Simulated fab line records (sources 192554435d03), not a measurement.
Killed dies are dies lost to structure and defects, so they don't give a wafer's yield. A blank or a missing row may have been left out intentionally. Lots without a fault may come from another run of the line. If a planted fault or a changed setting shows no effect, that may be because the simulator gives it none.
fab line records	flow n5-finfet
record: lots: 5	wafers: 15	last-day: 18
route steps=1938 shown BEOL_M6@1251 BEOL_M7@1263
lots untouched by any fault: they come from a run of this same line in which no faults occurred
start-h: hours from the record's opening day to when the first of the lot's shown wafers began	wait-h: hours since the lot's step before	" identical to the entry in the row above	L1.1+2: several wafers, shown together as one row	- no value present, or no start provided	* or withheld: withheld	< > ~ a bound
route shown NAME@n: a module of which the file shows steps, and the number in the route of the first	usual: the fault-free wafers' mean and standard deviation	same: alike in all rows	chamber/n: place in a boat	sites: each site's reading	_std_site: standard deviation across them	_edge_site: the outer-site mean with the inner-site mean subtracted	radius-mm: for every site, how far away it sits from the centre of the wafer	mask NAME#n: copy n	behind: the tool/chamber that last shaped the wafer	hold: cause of the lot's hold/its duration in hours/its outcome	device: the transistor (n, p or np) that didn't switch	end of line: the same wafers' tests at the end of the route	a step without rows: its recipe alone	killed: count of dies lost to structure and defects at first sort (not the wafer's yield)	map: the dies of a wafer, with x for killed, . for not killed, _ for no die there
set.NAME: setting as actually run; set.NAME@STEP: the setting as run at that earlier step	model.NAME: the simulator's own value behind a step, which no gauge read
lots seen at some steps along the route; tables by step, rows by wafer
services: a tool's chamber out of use, with start hour (start-h, from the record's first day; less than 0 if before it), hours out, and reason
== steps ==
step: N5_BEOL_M6_ALD_77
recipe: material: TaN	target-thk-a: 20	temp-c: 275	ald-precursor-family: PDMAT	ald-co-reactant: NH3	pressure-torr: 3	carrier-flow-sccm: 1500	pulse-time-s: 2	purge-time-s: 3	co-reactant-purge-time-s: 2	co-reactant-pulse-time-s: 3	ald-cycles: 40	precursor-vessel-temp-c: 75	precursor-vessel-pressure-torr: 26.25	precursor-vessel-carrier-sccm: 1000
step: N5_BEOL_M6_SURFACE_TREAT_79
recipe: gas: Ar	time-s: *	ion-energy-ev: *	ion-current-ma-cm2: 0.5	pressure-mtorr: *	ar-flow-sccm: 30
step: N5_BEOL_M6_CVD_78
recipe: material: Co	target-thk-a: 20	temp-c: withheld	precursor: CCTBA/H2	pressure-torr: 30	time-s: 142.3
step: N5_BEOL_M6_SPUTTER_48
recipe: material: Cu	target-thk-a: 100	temp-c: -20	bias-v: 60	power-w: 26000	chamber-pressure-pa: 0.13	time-s: 1.667
step: N5_BEOL_M6_ECD_50
recipe: material: Cu	target-thk-a: 3000
step: N5_BEOL_M6_ANNEAL_51
recipe: temp-c: 225	time-s: 90	ambient: N2
usual: wafer_temp_C_max: 226.2/0.47
lot.wafer	tool	chamber	start-h	wait-h	wafer_temp_C_max
L391.1	rtp-anneal-01	0	245.59	0.3	225.7
L391.5	"	0	"	"	225.9
L391.6	"	0	"	"	225.5
L392.2	rtp-anneal-01	0	245.90	0.2	225.7
L392.3	"	0	"	"	226.1
L392.4	"	0	"	"	225.8
L394.2	rtp-anneal-01	0	263.41	0.1	225.8
L394.4	"	0	"	"	226.0
L394.6	"	0	"	"	225.9
L406.1	rtp-anneal-02	0	338.43	0.1	226.4
L406.4	"	0	"	"	226.3
L406.5	"	0	"	"	226.3
L405.1	rtp-anneal-02	0	338.70	0.1	226.5
L405.2	"	0	"	"	226.6
L405.3	"	0	"	"	226.8
step: N5_BEOL_M6_CMP_52
recipe: stop-on: SiCOH_lowk	t-overpolish-s: 6.9	down-force-psi: 1	platen-rpm: 50	clearing-platen-down-force-psi: 1.5	clearing-platen-rpm: 50	post-cmp-clean: cu-alkaline	target-thk-nm: 80	clearing-platen-pad-velocity-m-s: 0.99484	pad-velocity-m-s: 0.99484
step: N5_BEOL_M6_THK_MEAS_53
recipe: thk-meas-gauge: xrf	reads: Cu_of_BEOL_M6_ECD_50
usual: M6_THK: 79.6/2.9
lot.wafer	tool	chamber	start-h	wait-h	M6_THK[nm]
L391.1	film-metro-02	-	246.18	-	76.2
L391.5	"	-	"	"	79.5
L391.6	"	-	"	"	78.2
L392.2	film-metro-02	-	246.45	-	83.3
L392.3	"	-	"	"	83.4
L392.4	"	-	"	"	82.8
L394.2	film-metro-01	-	263.96	-	77.2
L394.4	"	-	"	"	78.5
L394.6	"	-	"	"	76.7
L406.1	film-metro-01	-	339.15	-	78.1
L406.4	"	-	"	"	79.4
L406.5	"	-	"	"	81.2
L405.1	film-metro-01	-	339.37	-	82.9
L405.2	"	-	"	"	81.3
L405.3	"	-	"	"	77.1
step: N5_BEOL_M6_PRE_CLEAN_55
recipe: gas: NH3	time-s: 15	temp-c: withheld	rf-power-w: 300
step: N5_BEOL_M6_DEP_56
recipe: material: SiCN	target-thk-a: 100	temp-c: withheld	precursor: 3MS/NH3	pressure-torr: 3	rf-w: 202	time-s: 17.5
step: N5_BEOL_M6_RS_MEAS_57
recipe: thk-meas-gauge: four-point-probe	reads: Cu_of_BEOL_M6_ECD_50+Co_of_BEOL_M6_CVD_78+TaN_of_BEOL_M6_ALD_77
usual: M6_RS: 0.292/0.012
lot.wafer	tool	chamber	start-h	wait-h	M6_RS[ohm/sq]
L391.1	film-metro-02	-	246.31	0.1	0.311
L391.5	"	-	"	"	0.294
L391.6	"	-	"	"	0.300
L392.2	film-metro-01	-	246.58	0.1	0.279
L392.3	"	-	"	"	0.280
L392.4	"	-	"	"	0.280
L394.2	film-metro-01	-	264.09	0.1	0.302
L394.4	"	-	"	"	0.295
L394.6	"	-	"	"	0.303
L406.1	film-metro-01	-	339.28	0.1	0.298
L406.4	"	-	"	"	0.293
L406.5	"	-	"	"	0.283
L405.1	film-metro-02	-	339.51	0.1	0.277
L405.2	"	-	"	"	0.284
L405.3	"	-	"	"	0.304
step: N5_BEOL_M6_INSPECT_58
recipe: inspect-instrument: darkfield	mode: post-dep
usual: raw-defect-count: 75/23
lot.wafer	tool	chamber	start-h	wait-h	raw-defect-count
L391.1	defect-inspect-01	-	246.34	0.0	45
L391.5	"	-	"	"	59
L391.6	"	-	"	"	62
L392.2	defect-inspect-01	-	246.61	0.0	54
L392.3	"	-	"	"	61
L392.4	"	-	"	"	72
L394.2	defect-inspect-01	-	264.12	0.0	103
L394.4	"	-	"	"	127
L394.6	"	-	"	"	121
L406.1	defect-inspect-01	-	339.30	0.0	66
L406.4	"	-	"	"	145
L406.5	"	-	"	"	91
L405.1	defect-inspect-02	-	339.53	0.0	55
L405.2	"	-	"	"	54
L405.3	"	-	"	"	53
step: N5_BEOL_M7_ILD_DEP_00
recipe: material: SiCOH_lowk	target-thk-a: 1797.5	temp-c: 300	precursor: DEMS/porogen	pressure-torr: 5	rf-w: 500	time-s: 33.4
usual: heater-power-w: 326/47	showerhead-plenum-p-Torr: 5.741/0.015	susceptor-temp-C: 299.98/0.2	throttle-valve-pct: 13.6/0.63
lot.wafer	tool	chamber	start-h	wait-h	heater-power-w	showerhead-plenum-p-Torr	susceptor-temp-C	throttle-valve-pct	model.SiCOH_lowk_of_BEOL_M7_ILD_DEP_00.thk-nm
L391.1	pecvd-03	2	246.38	0.0	222	5.749	300.00	12.7	176.2
L391.5	"	0	"	"	276	5.787	299.95	13.0	183.2
L391.6	"	1	"	"	371	5.742	300.23	14.8	179.2
L392.2	pecvd-02	1	246.65	0.0	284	5.741	299.72	13.6	178.8
L392.3	"	1	"	"	288	5.722	299.97	13.6	180.4
L392.4	"	2	"	"	392	5.737	299.93	13.2	182.4
L394.2	pecvd-02	0	264.15	0.0	392	5.741	307.59	13.0	168.4
L394.4	"	0	"	"	394	5.750	307.46	12.9	171.4
L394.6	"	1	"	"	297	5.747	299.80	13.6	183.4
L406.1	pecvd-03	2	339.34	0.0	255	5.747	299.94	13.2	174.2
L406.4	"	1	"	"	294	5.739	300.07	15.2	179.2
L406.5	"	0	"	"	299	5.762	300.22	13.0	180.2
L405.1	pecvd-04	2	339.57	0.0	384	5.742	299.99	13.0	179.2
L405.2	"	0	"	"	351	5.730	300.03	14.2	176.4
L405.3	"	1	"	"	316	5.717	299.94	14.2	176.4
step: N5_BEOL_M7_CURE_74
recipe: temp-c: 385	time-s: 240	ambient: He/Ar	material: SiCOH_lowk
usual: lamp-power-pct: 52.32/0.055	wafer_temp_C_max: 386.8/0.65
lot.wafer	tool	chamber	start-h	wait-h	lamp-power-pct	wafer_temp_C_max
L391.1	uv-cure-03	2	246.44	0.0	52.21	387.8
L391.5	"	2	"	"	52.38	388.1
L391.6	"	2	"	"	52.33	387.9
L392.2	uv-cure-03	1	247.30	0.6	52.36	386.8
L392.3	"	1	"	"	52.39	386.4
L392.4	"	1	"	"	52.32	386.6
L394.2	uv-cure-02	2	264.30	0.1	52.25	385.5
L394.4	"	2	"	"	52.26	385.9
L394.6	"	2	"	"	52.32	386.1
L406.1	uv-cure-01	0	339.40	0.0	52.36	387.0
L406.4	"	0	"	"	52.26	387.5
L406.5	"	0	"	"	52.26	387.6
L405.1	uv-cure-03	2	339.63	0.0	52.28	386.7
L405.2	"	2	"	"	52.36	387.4
L405.3	"	2	"	"	52.29	387.2
step: N5_BEOL_M7_THK_MEAS_01
recipe: reads: SiCOH_lowk_of_BEOL_M7_ILD_DEP_00
usual: M7_ILD_THK: 155.3/2.7
lot.wafer	tool	chamber	start-h	wait-h	M7_ILD_THK[nm]
L391.1	film-metro-02	-	246.95	0.4	151.9
L391.5	"	-	"	"	157.9
L391.6	"	-	"	"	154.5
L392.2	film-metro-02	-	247.73	0.4	154.2
L392.3	"	-	"	"	155.5
L392.4	"	-	"	"	157.2
L394.2	film-metro-01	-	264.73	0.4	145.1
L394.4	"	-	"	"	147.7
L394.6	"	-	"	"	158.2
L406.1	film-metro-02	-	339.92	0.4	150.2
L406.4	"	-	"	"	154.5
L406.5	"	-	"	"	155.4
L405.1	film-metro-01	-	340.15	0.4	154.6
L405.2	"	-	"	"	151.9
L405.3	"	-	"	"	152.0
step: N5_BEOL_M7_PECVD_70
recipe: material: SiO2	target-thk-a: 200	temp-c: 400	precursor: TEOS/O2	pressure-torr: 5.5	rf-w: 450	teos-flow-sccm: 53.8	gas: O2	flow-sccm: 3000	time-s: 22.7
step: N5_BEOL_M7_HM_DEP_02
recipe: material: TiN	target-thk-a: 200	temp-c: 25	chamber-pressure-pa: 0.49996
usual: chamber-pressure-pa: 0.5002/0.0011	susceptor-temp-C: 25.01/0.1	throttle-valve-pct: 29.8/0.86
lot.wafer	tool	chamber	start-h	wait-h	chamber-pressure-pa	susceptor-temp-C	throttle-valve-pct
L391.1	pvd-sputter-02	-	247.07	0.1	0.5017	25.17	28.8
L391.5	"	-	"	"	0.5002	24.97	30.3
L391.6	"	-	"	"	0.4997	24.86	27.6
L392.2	pvd-sputter-02	-	249.23	1.4	0.5004	24.93	27.7
L392.3	"	-	"	"	0.5017	24.96	30.7
L392.4	"	-	"	"	0.4988	25.11	30.1
L394.2	pvd-sputter-02	-	266.79	2.0	0.4998	25.01	27.6
L394.4	"	-	"	"	0.4991	25.03	29.9
L394.6	"	-	"	"	0.5022	25.01	30.0
L406.1	pvd-sputter-01	-	342.66	2.7	0.4987	25.14	29.1
L406.4	"	-	"	"	0.4996	25.06	30.2
L406.5	"	-	"	"	0.5016	24.91	29.8
L405.1	pvd-sputter-01	-	342.88	2.7	0.5012	25.05	29.9
L405.2	"	-	"	"	0.5008	24.98	30.2
L405.3	"	-	"	"	0.5018	24.89	30.2
step: N5_BEOL_M7_COAT_59
recipe: resist: SOC	temp-c: 250	time-s: 60	spin-rpm: 1500	resist-thk-nm: 100
step: N5_BEOL_M7_COAT_60
recipe: resist: SiARC	temp-c: 220	time-s: 60	spin-rpm: 1500	resist-thk-nm: 35
step: N5_BEOL_M7_COAT_05
recipe: resist: CAR-ArF	spin-rpm: 1500	resist-thk-nm: 90
step: N5_BEOL_M7_EBR_07
recipe: solvent: PGMEA	ebr-width-mm: 1.5
step: N5_BEOL_M7_SOFTBAKE_06
recipe: temp-c: 110	time-s: 60	resist: CAR-ArF
step: N5_BEOL_M7_EXPOSE_08
recipe: mask-id: M7	na: 1.35	source-shape: dipole	sigma-inner: 0.817	sigma-outer: 0.97	polarization: te	dose-mj: 68.25
step: N5_BEOL_M7_PEB_09
recipe: peb-temp-c: withheld	peb-time-s: 60	resist: CAR-ArF
step: N5_BEOL_M7_DEVELOP_10
recipe: develop-time-s: 30	developer: TMAH	resist: CAR-ArF	rinse-liquid: diw	dry: air-spin	dev-temp-c: 23
step: N5_BEOL_M7_CD_MEAS_11
recipe: target-cd-nm: 38.5	landing-energy-ev: 500	detector: se-inlens	polarity: opening
usual: cd-nm: 38.1/0.64
lot.wafer	tool	chamber	start-h	wait-h	cd-nm
L391.1	cd-sem-02	0	247.57	-	38.2
L391.5	"	0	"	"	38.3
L391.6	"	0	"	"	38.6
L392.2	cd-sem-02	0	249.73	-	37.0
L392.3	"	0	"	"	37.9
L392.4	"	0	"	"	37.3
L394.2	cd-sem-01	0	267.17	-	36.8
L394.4	"	0	"	"	37.8
L394.6	"	0	"	"	36.9
L406.1	cd-sem-03	0	343.16	-	38.5
L406.4	"	0	"	"	38.4
L406.5	"	0	"	"	37.4
L405.1	cd-sem-02	0	343.38	-	38.6
L405.2	"	0	"	"	37.6
L405.3	"	0	"	"	39.0
step: N5_BEOL_M7_OVL_MEAS_12
recipe: points-per-wafer: 44
usual: M7_OVL: 0.1/0.73
lot.wafer	tool	chamber	start-h	wait-h	M7_OVL[nm]
L391.1	overlay-01	0	247.60	0.0	-0.7
L391.5	"	0	"	"	-0.3
L391.6	"	0	"	"	-1.1
L392.2	overlay-02	0	249.76	0.0	0.3
L392.3	"	0	"	"	-0.9
L392.4	"	0	"	"	-1.3
L394.2	overlay-01	0	267.19	0.0	0.5
L394.4	"	0	"	"	0.1
L394.6	"	0	"	"	1.2
L406.1	overlay-02	0	343.19	0.0	0.2
L406.4	"	0	"	"	0.1
L406.5	"	0	"	"	0.9
L405.1	overlay-01	0	343.41	0.0	-1.1
L405.2	"	0	"	"	0.9
L405.3	"	0	"	"	-0.4
step: N5_BEOL_M7_INSPECT_13
recipe: mode: adi	inspect-instrument: brightfield
usual: raw-defect-count: 434/81
lot.wafer	tool	chamber	start-h	wait-h	raw-defect-count
L391.1	defect-inspect-01	-	247.62	0.0	405
L391.5	"	-	"	"	411
L391.6	"	-	"	"	414
L392.2	defect-inspect-01	-	249.78	0.0	376
L392.3	"	-	"	"	296
L392.4	"	-	"	"	396
L394.2	defect-inspect-02	-	267.22	0.0	397
L394.4	"	-	"	"	563
L394.6	"	-	"	"	376
L406.1	defect-inspect-02	-	343.21	0.0	405
L406.4	"	-	"	"	524
L406.5	"	-	"	"	387
L405.1	defect-inspect-01	-	343.43	0.0	544
L405.2	"	-	"	"	327
L405.3	"	-	"	"	385
step: N5_BEOL_M7_DESCUM_16
recipe: chemistry: O2	time-s: 7.9	source-power-w: 50	bias-power-w: 20	pressure-mtorr: 20	rf-frequency-hz: 2.712e+07	temp-c: 40	resist: CAR-ArF	o2-flow-sccm: 225
step: N5_BEOL_M7_ETCH_61
recipe: chemistry: CF4	target: SiARC	target-depth-a: 455	mask-material: CAR-ArF	time-s: 75.8	ion-energy-ev: 80	pressure-mtorr: 40	source-w: 545	bias-w: 36	Ar_flow_sccm: 100	cf4-flow-sccm: 100	ends: cleared
usual: drypump-motor-current-A: 5.7/0.48	etch-rf-on-time-s: 76.7/2.2	oes-product-au: 0.68/0.067	rf-vpp-V: 184.0/1.1	showerhead-plenum-p-Torr: 2.13/0.066	throttle-valve-pct: 15.50/0.25
lot.wafer	tool	chamber	start-h	wait-h	drypump-motor-current-A	etch-rf-on-time-s	oes-product-au	rf-hours-counter-h	rf-vpp-V	showerhead-plenum-p-Torr	throttle-valve-pct
L391.1	rie-diel-01	2	247.69	0.0	5.2	76.6	0.74	40	182.8	2.08	15.24
L391.5	"	0	"	"	5.5	71.2	0.76	-	182.7	2.08	15.30
L391.6	"	1	"	"	5.4	80.6	0.69	-	185.0	2.10	15.28
L392.2	rie-diel-03	3	250.06	0.0	6.5	77.3	0.73	53	186.4	2.25	15.34
L392.3	"	2	"	"	5.8	77.2	0.65	132	184.9	2.14	15.52
L392.4	"	1	"	"	6.6	76.9	0.64	179	183.6	2.12	15.71
L394.2	rie-diel-05	0	267.29	0.0	5.1	76.8	0.60	208	183.3	2.04	15.57
L394.4	"	3	"	"	5.8	79.6	0.59	223	184.7	2.21	16.05
L394.6	"	1	"	"	5.9	76.7	0.83	-	183.7	2.18	15.09
L406.1	rie-diel-05	2	343.28	0.0	5.1	76.7	0.68	116	182.5	2.06	15.60
L406.4	"	3	"	"	5.8	79.6	0.57	248	185.8	2.20	16.08
L406.5	"	3	"	"	5.8	79.2	0.57	-	185.5	2.20	16.11
L405.1	rie-diel-05	1	343.54	0.0	6.0	77.2	0.78	31	183.6	2.18	15.16
L405.2	"	3	"	"	5.8	80.3	0.57	248	185.0	2.20	16.10
L405.3	"	2	"	"	5.0	77.1	0.67	116	183.4	2.05	15.59
step: N5_BEOL_M7_ETCH_62
recipe: chemistry: N2/H2	target: SOC	target-depth-a: 1100	overetch-a: 220	mask-material: SiARC	temp-c: 40	time-s: 165	ion-energy-ev: 200	pressure-mtorr: 30	source-w: 840	bias-w: 150	n2-flow-sccm: 200	h2-flow-sccm: 200
usual: drypump-motor-current-A: 5.7/0.48	oes-product-au: 0.68/0.062	rf-vpp-V: 523.7/2.3	showerhead-plenum-p-Torr: 2.53/0.081	throttle-valve-pct: 17.70/0.3
lot.wafer	tool	chamber	start-h	wait-h	drypump-motor-current-A	oes-product-au	rf-hours-counter-h	rf-vpp-V	showerhead-plenum-p-Torr	throttle-valve-pct
L391.1	rie-diel-01	2	247.74	0.0	5.2	0.75	40	522.0	2.44	17.33
L391.5	"	0	"	"	5.5	0.72	-	521.8	2.46	17.56
L391.6	"	1	"	"	5.4	0.71	-	521.7	2.47	17.28
L392.2	rie-diel-03	3	250.11	0.0	6.5	0.73	53	528.2	2.69	17.64
L392.3	"	2	"	"	5.8	0.65	132	524.2	2.56	17.66
L392.4	"	1	"	"	6.6	0.64	179	523.3	2.51	17.81
L394.2	rie-diel-05	0	267.34	0.0	5.1	0.60	208	521.1	2.43	17.93
L394.4	"	3	"	"	5.8	0.59	223	527.0	2.62	18.18
L394.6	"	1	"	"	6.0	0.82	-	525.2	2.59	17.19
L406.1	rie-diel-05	2	343.34	0.0	5.0	0.68	116	519.6	2.44	17.79
L406.4	"	3	"	"	5.8	0.58	248	527.3	2.61	18.24
L406.5	"	3	"	"	5.8	0.58	-	526.3	2.61	18.23
L405.1	rie-diel-05	1	343.59	0.0	5.9	0.78	31	526.1	2.58	17.28
L405.2	"	3	"	"	5.8	0.59	248	525.0	2.61	18.23
L405.3	"	2	"	"	5.0	0.68	116	520.8	2.44	17.79
step: N5_BEOL_M7_STRIP_68
recipe: chemistry: N2/H2	temp-c: 40	n2-flow-sccm: 200	h2-flow-sccm: 200	rf-frequency-hz: 6e+07
step: N5_BEOL_M7_STRIP_67
recipe: chemistry: CF4	resist: SiARC	power-w: 300	bias-power-w: 75	pressure-mtorr: 50	cf4-flow-sccm: 150	rf-frequency-hz: 6e+07
step: N5_BEOL_M7_HM_OPEN_17
recipe: chemistry: Cl2/BCl3	target-depth-a: 200	overetch-a: 60	target: TiN	mask-material: SOC	ion-energy-ev: 150	pressure-mtorr: 10	icp-w: 1000	bias-w: 126	Cl2_flow_sccm: 53.25	bcl3-flow-sccm: 21.75	Ar_flow_sccm: 25
step: N5_BEOL_M7_STRIP_19
recipe: chemistry: O2	power-w: 400	temp-c: 40	pressure-mtorr: 30	rf-frequency-hz: 6e+07	bias-power-w: 0	overash-fraction: 0.2	o2-flow-sccm: 225
step: N5_BEOL_M7_CD_MEAS_18
recipe: pitch-nm: 80	target-cd-nm: 40
usual: cd-nm: 39.6/0.77
lot.wafer	tool	chamber	start-h	wait-h	cd-nm
L391.1	cd-sem-01	-	248.20	0.0	40.5
L391.5	"	-	"	"	39.6
L391.6	"	-	"	"	39.0
L392.2	cd-sem-02	-	250.58	0.1	38.5
L392.3	"	-	"	"	39.2
L392.4	"	-	"	"	38.9
L394.2	cd-sem-01	-	267.82	0.1	38.7
L394.4	"	-	"	"	38.4
L394.6	"	-	"	"	38.2
L406.1	cd-sem-02	-	343.73	0.0	40.5
L406.4	"	-	"	"	39.7
L406.5	"	-	"	"	38.6
L405.1	cd-sem-02	-	343.99	0.0	40.3
L405.2	"	-	"	"	39.0
L405.3	"	-	"	"	39.3
step: N5_BEOL_M7_COAT_63
recipe: resist: SOC	temp-c: 250	time-s: 60	spin-rpm: 1500	resist-thk-nm: 60
step: N5_BEOL_M7_COAT_64
recipe: resist: SiARC	temp-c: 220	time-s: 60	spin-rpm: 1500	resist-thk-nm: 12
step: N5_BEOL_M7_COAT_71
recipe: resist: underlayer	temp-c: 205	time-s: 60	spin-rpm: 1500	resist-thk-nm: 5
step: N5_BEOL_M7_COAT_22
recipe: resist: CAR-EUV	spin-rpm: 1500	resist-thk-nm: 30
step: N5_BEOL_M7_EBR_24
recipe: solvent: PGMEA	ebr-width-mm: 1.5
step: N5_BEOL_M7_SOFTBAKE_23
recipe: temp-c: 110	time-s: 60	resist: CAR-EUV
step: N5_BEOL_M7_CMP_52
recipe: stop-on: SiCOH_lowk	t-overpolish-s: 6.9	down-force-psi: 1	platen-rpm: 50	clearing-platen-down-force-psi: 1.5	clearing-platen-rpm: 50	post-cmp-clean: cu-alkaline	target-thk-nm: 80	clearing-platen-pad-velocity-m-s: 0.99484	pad-velocity-m-s: 0.99484
usual: barrier-field-endpoint-s: 28.9/0.9	motor-current-A: 5.9/0.71	overpolish-run-s: 6.900/0.0085	retaining-ring-pressure-frac: 1.000/0.0048	time-to-endpoint-s: 62/4.2
lot.wafer	tool	chamber	start-h	wait-h	barrier-field-endpoint-s	motor-current-A	overpolish-run-s	retaining-ring-pressure-frac	time-to-endpoint-s	model.SiCOH_lowk_of_BEOL_M7_ILD_DEP_00.thk-nm
L391.1	cmp-03	1	251.64	0.3	28.0	5.0	6.918	0.997	63	149
L391.5	"	1	"	"	28.3	4.9	6.903	0.996	62	155
L391.6	"	2	"	"	30.5	6.9	6.897	1.003	68	151.6
L392.2	cmp-01	0	256.89	0.2	28.0	6.0	6.897	1.007	59	151.2
L392.3	"	1	"	"	28.8	6.0	6.901	1.010	65	152.6
L392.4	"	2	"	"	29.3	4.7	6.898	0.997	69	154.4
L394.2	cmp-01	0	272.56	0.3	29.4	6.2	6.897	0.999	61	142
L394.4	"	2	"	"	29.5	4.7	6.907	1.003	66	144.8
L394.6	"	3	"	"	29.8	6.0	6.903	1.000	62	155.2
L405.2	cmp-03	3	348.11	0.2	29.1	6.3	6.900	0.992	60	149
L405.3	"	0	"	"	27.4	6.7	6.918	1.006	56	149
L405.1	"	2	"	"	28.4	7.4	6.888	1.002	59	151.6
L406.4	cmp-01	0	348.47	0.2	29.4	6.0	6.901	1.006	59	151.4
L406.1	"	1	"	"	29.0	6.2	6.905	1.001	65	147.2
L406.5	"	2	"	"	29.8	4.6	6.907	1.003	69	152.4
== services ==
tool	chamber	start-h	hours	kind
cmp-03	-	226.70	1.3	repair
pecvd-02	0	226.95	-	clean
pecvd-02	0	226.95	29.5	scheduled-down
pecvd-03	-	227.45	0.9	repair
cmp-01	-	228.38	0.4	repair
uv-cure-02	-	240.64	12.4	repair
cmp-01	-	251.56	4.0	pm
cmp-01	-	255.56	-	consumable-replace:conditioner
cmp-01	-	255.56	-	consumable-replace:pad
rie-diel-03	3	256.81	3.9	repair
cmp-01	-	260.01	6.3	pm
pecvd-02	-	266.68	5.9	repair
pecvd-03	2	281.80	4.3	repair
uv-cure-02	-	284.84	3.4	pm
uv-cure-03	-	285.03	2.1	pm
pecvd-03	-	307.84	0.5	repair
cmp-03	-	311.23	4.0	pm
pecvd-03	0	320.29	13.8	repair
uv-cure-03	-	323.73	7.5	pm
pecvd-02	-	332.83	0.4	repair
cmp-03	-	337.01	3.0	pm
pvd-sputter-02	-	339.91	4.3	repair
rie-diel-01	0	339.95	5.7	repair
uv-cure-01	-	348.05	9.6	repair
== key ==
first-sign: step: N5_BEOL_M7_ILD_DEP_00	reading: susceptor-temp-C	direction: up	sigmas: 38	usual: *	struck: *
effect: step: N5_BEOL_M7_THK_MEAS_01	reading: M7_ILD_THK	direction: down	sigmas: 3.3	usual: 155.3	struck: 146.4
model-effect: step: N5_BEOL_M7_ILD_DEP_00	value: SiCOH_lowk_of_BEOL_M7_ILD_DEP_00.thk-nm	without: 177.6	struck: 169.9
model-effect: step: N5_BEOL_M7_CMP_52	value: SiCOH_lowk_of_BEOL_M7_ILD_DEP_00.thk-nm	without: 150.2	struck: 143.4
met-at N5_BEOL_M7_ILD_DEP_00
struck-wafers L394.2,L394.4
fault: kind: process-parameter-drift	tool: pecvd-02	chamber: 0	onset-h: 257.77	steps: N5_BEOL_M7_ILD_DEP_00	channel: temp-c	offset: *	shape: step	end-h: 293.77	acts-in: *	stated: *
